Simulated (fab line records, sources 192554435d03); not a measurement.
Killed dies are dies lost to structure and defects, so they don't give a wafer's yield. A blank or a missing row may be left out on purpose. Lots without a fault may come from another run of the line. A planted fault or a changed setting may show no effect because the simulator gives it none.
Which tool did it? | flow n5_finfet | 9 lots, 27 wafers sampled, at 6 steps of a route of 1938

WHAT THE GAUGES READ, wafer by wafer
N5_MOL_CONTACT_COAG_CD_MEAS_40: target cd 25.1 nm. Usual: cd_nm 25.01 nm, standard deviation 0.25.
lot  | measured     | on        | cd_nm (nm)        | flag
L423 | day 5 10:00  | cd_sem-02 | 24.86 25.17 25.19 |
L424 | day 5 13:50  | cd_sem-01 | 25.09 24.96 25.12 |
L429 | day 7 00:05  | cd_sem-03 | 24.98 24.93 25.16 |
L432 | day 7 18:11  | cd_sem-01 | 25.14 24.86 25.42 |
L438 | day 9 06:15  | cd_sem-01 | 24.70 24.62 24.80 |
L440 | day 9 15:11  | cd_sem-01 | 25.16 25.01 24.73 |
L442 | day 10 03:41 | cd_sem-02 | 25.24 24.92 25.30 |
L443 | day 10 07:29 | cd_sem-01 | 25.03 24.81 24.76 |
L445 | day 11 02:36 | cd_sem-01 | 25.38 24.94 25.44 |

N5_MOL_CONTACT_COAG_OVL_MEAS_41. Usual: VD_OVL -0.2 nm, standard deviation 0.62.
lot  | measured     | on         | VD_OVL (nm)    | flag
L423 | day 5 10:02  | overlay-02 | -1.2 -0.5 -0.3 |
L424 | day 5 13:52  | overlay-01 | 0.0 -0.3 -0.1  |
L429 | day 7 00:07  | overlay-02 | -0.1 -0.8 -0.6 |
L432 | day 7 18:13  | overlay-01 | 0.0 0.3 0.0    |
L438 | day 9 06:17  | overlay-01 | 6.7 5.7 6.0    | OFF
L440 | day 9 15:13  | overlay-02 | 4.9 5.6 5.7    | OFF
L442 | day 10 03:43 | overlay-02 | 0.1 -0.3 -0.5  |
L443 | day 10 07:31 | overlay-01 | -1.2 -0.8 -0.7 |
L445 | day 11 02:38 | overlay-02 | -1.1 -0.5 -1.0 |

N5_BEOL_M4_RC_MEAS_101. Usual: DIBL_N 36.3 mV/V, standard deviation 1.6; DIBL_P 36.5 mV/V, standard deviation 1.6; IOFF_N 0.163 nA/um, standard deviation 0.026; IOFF_P 0.22 nA/um, standard deviation 0.033; ION_N 676 uA/um, standard deviation 9.9; ION_P 464 uA/um, standard deviation 6.5; SS_N 71.5 mV/dec, standard deviation 0.5; SS_P 73.3 mV/dec, standard deviation 0.64; VT_N 249.3 mV, standard deviation 2.9; VT_P -250 mV, standard deviation 3.2.
lot  | measured     | on        | DIBL_N (mV/V)  | DIBL_P (mV/V)  | IOFF_N (nA/um)    | IOFF_P (nA/um) | ION_N (uA/um) | ION_P (uA/um) | SS_N (mV/dec)  | SS_P (mV/dec)  | VT_N (mV)         | VT_P (mV)      | flag
L423 | day 9 01:08  | prober-01 | 37.5 38.1 38.2 | 36.8 38.0 38.0 | 0.167 0.175 0.187 | 0.23 0.25 0.26 | 666 671 680   | 457 462 468   | 71.6 71.3 72.5 | 74.2 73.7 74.3 | 248.8 248.0 248.9 | -249 -244 -246 |
L424 | day 9 08:17  | prober-02 | 36.5 38.0 35.6 | 35.4 37.1 34.9 | 0.157 0.188 0.149 | 0.23 0.26 0.22 | 674 685 695   | 461 476 479   | 72.0 72.2 71.3 | 72.8 73.8 73.0 | 251.4 244.5 246.2 | -249 -245 -246 |
L429 | day 10 08:52 | prober-01 | 39.4 35.7 37.3 | 38.9 35.8 36.8 | 0.212 0.142 0.167 | 0.32 0.25 0.27 | 686 662 666   | 472 470 473   | 71.8 70.8 72.1 | 74.2 73.1 73.3 | 244.7 251.3 248.1 | -242 -244 -246 |
L432 | day 11 14:23 | prober-02 | 35.7 36.0 35.3 | 36.2 36.5 35.6 | 0.166 0.165 0.152 | 0.22 0.22 0.21 | 674 677 667   | 464 463 458   | 71.5 70.5 71.2 | 73.8 73.2 73.4 | 249.9 250.0 250.9 | -248 -248 -249 |
L438 | day 12 13:53 | prober-01 | 36.2 35.1 35.8 | 36.7 35.2 36.3 | 0.152 0.132 0.154 | 0.19 0.17 0.18 | 667 659 683   | 455 454 461   | 71.4 71.5 71.4 | 73.9 73.3 73.4 | 250.6 254.4 250.6 | -255 -253 -256 |
L440 | day 12 18:37 | prober-01 | 37.5 35.4 36.4 | 35.8 34.7 35.1 | 0.166 0.140 0.143 | 0.21 0.20 0.20 | 678 668 668   | 463 462 460   | 71.2 71.3 71.1 | 73.0 72.8 72.6 | 249.6 248.2 247.9 | -249 -251 -252 |
L442 | day 13 16:11 | prober-01 | 38.4 35.0 35.9 | 42.3 37.9 38.6 | 0.213 0.145 0.164 | 0.29 0.21 0.23 | 685 680 682   | 470 470 471   | 72.8 70.8 71.5 | 74.2 72.1 72.9 | 246.6 248.1 250.8 | -245 -250 -249 |
L443 | day 13 21:23 | prober-01 | 35.9 35.8 35.9 | 35.8 36.3 36.1 | 0.146 0.143 0.152 | 0.20 0.20 0.20 | 667 671 675   | 459 467 462   | 71.0 71.2 71.4 | 73.1 73.1 72.5 | 253.6 250.4 251.3 | -251 -253 -254 |
L445 | day 14 08:29 | prober-01 | 36.3 36.5 38.5 | 35.8 35.5 39.0 | 0.173 0.165 0.217 | 0.24 0.23 0.30 | 681 671 696   | 463 462 473   | 71.5 72.0 72.0 | 73.2 74.0 74.1 | 246.1 247.7 243.8 | -246 -246 -245 |

WHICH TOOL RAN EACH LOT (tool, then ch and the chambers of the sampled wafers, then the start)
lot  | N5_MOL_CONTACT_COAG_ETCHBACK_135   | N5_MOL_CONTACT_COAG_STRIP_96       | N5_MOL_CONTACT_COAG_EXPOSE_37
L423 | rie_diel-03 ch 0,1, day 5 09:11    | rie_diel-03 ch 0,1, day 5 09:17    | euv_scanner-01 ch 0, day 5 09:52
L424 | rie_diel-01 ch 1,2,3, day 5 13:01  | rie_diel-01 ch 1,2,3, day 5 13:07  | euv_scanner-02 ch 0, day 5 13:41
L429 | rie_diel-01 ch 0,1,3, day 6 23:23  | rie_diel-01 ch 0,1,3, day 6 23:29  | euv_scanner-01 ch 0, day 6 23:56
L432 | rie_diel-04 ch 0,2,3, day 7 17:23  | rie_diel-04 ch 0,2,3, day 7 17:29  | euv_scanner-02 ch 0, day 7 18:02
L438 | rie_diel-01 ch 0,1,3, day 9 05:26  | rie_diel-01 ch 0,1,3, day 9 05:32  | euv_scanner-02 ch 0, day 9 06:07
L440 | rie_diel-03 ch 0,1,3, day 9 14:30  | rie_diel-03 ch 0,1,3, day 9 14:36  | euv_scanner-02 ch 0, day 9 15:02
L442 | rie_diel-03 ch 0,1,3, day 10 03:00 | rie_diel-03 ch 0,1,3, day 10 03:06 | euv_scanner-01 ch 0, day 10 03:32
L443 | rie_diel-01 ch 0,1,2, day 10 06:47 | rie_diel-01 ch 0,1,2, day 10 06:53 | euv_scanner-01 ch 0, day 10 07:21
L445 | rie_diel-01 ch 0,1,3, day 11 01:47 | rie_diel-01 ch 0,1,3, day 11 01:53 | euv_scanner-01 ch 0, day 11 02:27
- N5_MOL_CONTACT_COAG_ETCHBACK_135: etches SiO2 in CHF3, target depth 25 nm, time 16.7 s.
- N5_MOL_CONTACT_COAG_STRIP_96: strips in N2/H2.
- N5_MOL_CONTACT_COAG_EXPOSE_37: exposes mask VD, defocus 0 nm.

WHAT THE TOOLS THEMSELVES READ (means of the sampled wafers that have a number; where no wafer has one, the mark that the record gives instead)
N5_MOL_CONTACT_COAG_ETCHBACK_135. Usual: drypump_motor_current_A 5.8 A, standard deviation 0.33; oes_f_703_au 0.79 a.u., standard deviation 0.072; oes_product_au 0.79 a.u., standard deviation 0.076; rf_vpp_V 524 V, standard deviation 5.4; showerhead_plenum_p_Torr 2.37 Torr, standard deviation 0.086; throttle_valve_pct 18.72 %, standard deviation 0.27.
lot  | tool        | drypump_motor_current_A (A) | oes_f_703_au (a.u.) | oes_product_au (a.u.) | rf_vpp_V (V) | showerhead_plenum_p_Torr (Torr) | throttle_valve_pct (%) | flag
L423 | rie_diel-03 | 5.5                         | 0.68                | 0.68                  | 527          | 2.34                            | 18.85                  |
L424 | rie_diel-01 | 6.0                         | 0.74                | 0.74                  | 524          | 2.34                            | 18.72                  |
L429 | rie_diel-01 | 5.9                         | 0.78                | 0.77                  | 524          | 2.32                            | 18.64                  |
L432 | rie_diel-04 | 5.6                         | 0.82                | 0.83                  | 525          | 2.44                            | 18.77                  |
L438 | rie_diel-01 | 5.9                         | 0.76                | 0.76                  | 524          | 2.31                            | 18.67                  |
L440 | rie_diel-03 | 5.8                         | 0.86                | 0.87                  | 522          | 2.32                            | 18.61                  |
L442 | rie_diel-03 | 5.8                         | 0.85                | 0.86                  | 521          | 2.31                            | 18.60                  |
L443 | rie_diel-01 | 6.1                         | 0.73                | 0.72                  | 525          | 2.33                            | 18.61                  |
L445 | rie_diel-01 | 5.9                         | 0.75                | 0.74                  | 524          | 2.30                            | 18.69                  |

N5_MOL_CONTACT_COAG_STRIP_96. Usual: drypump_motor_current_A 5.8 A, standard deviation 0.33; oes_product_au 0.79 a.u., standard deviation 0.078; rf_vpp_V 121.8 V, standard deviation 1.3; showerhead_plenum_p_Torr 3.35 Torr, standard deviation 0.11; throttle_valve_pct 18.91 %, standard deviation 0.26.
lot  | tool        | drypump_motor_current_A (A) | oes_product_au (a.u.) | rf_vpp_V (V) | showerhead_plenum_p_Torr (Torr) | throttle_valve_pct (%) | flag
L423 | rie_diel-03 | 5.5                         | 0.69                  | 121.3        | 3.32                            | 19.04                  |
L424 | rie_diel-01 | 6.0                         | 0.74                  | 121.2        | 3.31                            | 18.90                  |
L429 | rie_diel-01 | 6.0                         | 0.78                  | 121.9        | 3.28                            | 18.87                  |
L432 | rie_diel-04 | 5.6                         | 0.83                  | 121.7        | 3.43                            | 18.79                  |
L438 | rie_diel-01 | 6.0                         | 0.75                  | 121.0        | 3.27                            | 18.89                  |
L440 | rie_diel-03 | 5.8                         | 0.88                  | 122.6        | 3.27                            | 18.94                  |
L442 | rie_diel-03 | 5.8                         | 0.87                  | 121.9        | 3.27                            | 18.95                  |
L443 | rie_diel-01 | 6.1                         | 0.73                  | 120.8        | 3.29                            | 18.90                  |
L445 | rie_diel-01 | 5.9                         | 0.74                  | 119.7        | 3.26                            | 18.91                  |

THE ANSWER, worked out from the rows above alone
Rule: a lot is off if the mean of its wafers that have a number lies more than 3 standard deviations from the usual mean. A lot without any number at a reading at which 4 lots or more have one is off too. The other lots that the step has rows for count as sound. The gauges are gone through in route order, then the tools' own readings, and for those a lot's mean is taken as printed above. The first step at which some lot is off is used, and at that step the reading that is off furthest; a lot without a number counts as furthest.
Off: L438, L440, at N5_MOL_CONTACT_COAG_OVL_MEAS_41 (VD_OVL).
A tool fits if, at a process step before that reading, it ran every lot that is off, and no sound lot after the first of them. The gauges at N5_MOL_CONTACT_COAG_OVL_MEAS_41 are tried like those tools. One fits: euv_scanner-02 at N5_MOL_CONTACT_COAG_EXPOSE_37. Its last sound lot is L432 (day 7 18:02), its first lot that is off L438 (day 9 06:07): a fault that began between those two fits.

WHAT THE SIMULATOR HAD PUT IN
Scanner matching overlay: euv_scanner-02, from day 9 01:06 on, at N5_MOL_CONTACT_COAG_EXPOSE_37. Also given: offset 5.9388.
Lots struck among those shown: L438, L440. The rule above found the same.
